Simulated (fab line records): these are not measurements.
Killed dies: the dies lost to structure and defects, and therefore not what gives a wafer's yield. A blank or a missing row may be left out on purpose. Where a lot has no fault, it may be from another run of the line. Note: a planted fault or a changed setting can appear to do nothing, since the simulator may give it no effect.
One fault seen from 2 desks    flow n5_finfet    numbers are kept per desk, each desk with only its own; the story behind them comes last

== AT THE TOOL OWNER'S DESK: pecvd-03 ==
The tool's own readings at N5_BEOL_M0_SAQP_PECVD_96 (deposits a-Si from SiH4/He, target thk 45 nm, time 45.2 s): means of the sampled wafers that have a number, for each lot that ran on this tool. Any lot whose mean is over 4 standard deviations away from the usual mean is out of limits and marked OUT; that distance is given in the brackets.
Columns: A = heater_power_w at N5_BEOL_M0_SAQP_PECVD_96, usual 631 W; B = run_length_s at N5_BEOL_M0_SAQP_PECVD_96, usual 81.3 s; C = showerhead_plenum_p_Torr at N5_BEOL_M0_SAQP_PECVD_96, usual 5.67 Torr; D = throttle_valve_pct at N5_BEOL_M0_SAQP_PECVD_96, usual 18.4 %
lot   first seen here  A    B                C     D
L675  day 7 23:37      742  81.1             5.67  18.0
L682  day 9 14:54      656  83.8 (+4.6) OUT  5.68  18.2
L683  day 9 20:00      646  83.5 (+4.1) OUT  5.66  18.9
This desk finds L682, L683 out of limits, L682 being first, at day 9 14:54 (run_length_s at N5_BEOL_M0_SAQP_PECVD_96). In limits: L675.

== AT THE METROLOGY DESK ==
What the gauges read, lot by lot, whatever tool the lot ran on: means of the sampled wafers that have a number. Any lot whose mean is over 4 standard deviations away from the usual mean is out of limits and marked OUT; that distance is given in the brackets. Readings shown: 7 of its 10, picked as those furthest out on some lot.
Columns: A = DIBL_N at N5_BEOL_M4_RC_MEAS_101, usual 36.2 mV/V; B = IOFF_N at N5_BEOL_M4_RC_MEAS_101, usual 0.155 nA/um; C = IOFF_P at N5_BEOL_M4_RC_MEAS_101, usual 0.210 nA/um; D = ION_P at N5_BEOL_M4_RC_MEAS_101, usual 465 uA/um; E = SS_P at N5_BEOL_M4_RC_MEAS_101, usual 73.2 mV/dec; F = VT_N at N5_BEOL_M4_RC_MEAS_101, usual 249.9 mV; G = VT_P at N5_BEOL_M4_RC_MEAS_101, usual -250 mV
lot   first seen here  A     B      C      D    E     F      G
L675  day 11 04:55     36.7  0.157  0.233  470  72.7  250.5  -246
L683  day 12 19:02     35.6  0.138  0.196  462  73.7  252.4  -251
L682  day 13 04:51     37.7  0.158  0.182  456  73.3  250.6  -256
L687  day 14 17:02     36.8  0.167  0.210  460  73.4  249.7  -252
This desk found nothing out of limits on any of the 4 lots.

== BROUGHT TOGETHER ==
An alarm could have come from the tool owner's desk at day 9 14:54, on L682, L683.
Metrology desk: nothing out of limits seen.
The metrology desk has L682, L683 on record, within its limits.
All the named lots went through N5_BEOL_M0_SAQP_PECVD_96 on pecvd-03.

== WHAT WAS PUT IN BY THE SIMULATOR ==
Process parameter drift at N5_BEOL_M0_SAQP_PECVD_96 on pecvd-03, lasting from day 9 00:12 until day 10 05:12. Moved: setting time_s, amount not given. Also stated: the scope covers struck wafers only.
Lots struck among those shown: L682, L683.
Delay in hours, fault start to first out-of-limits reading, by desk: the tool owner's desk at 15.
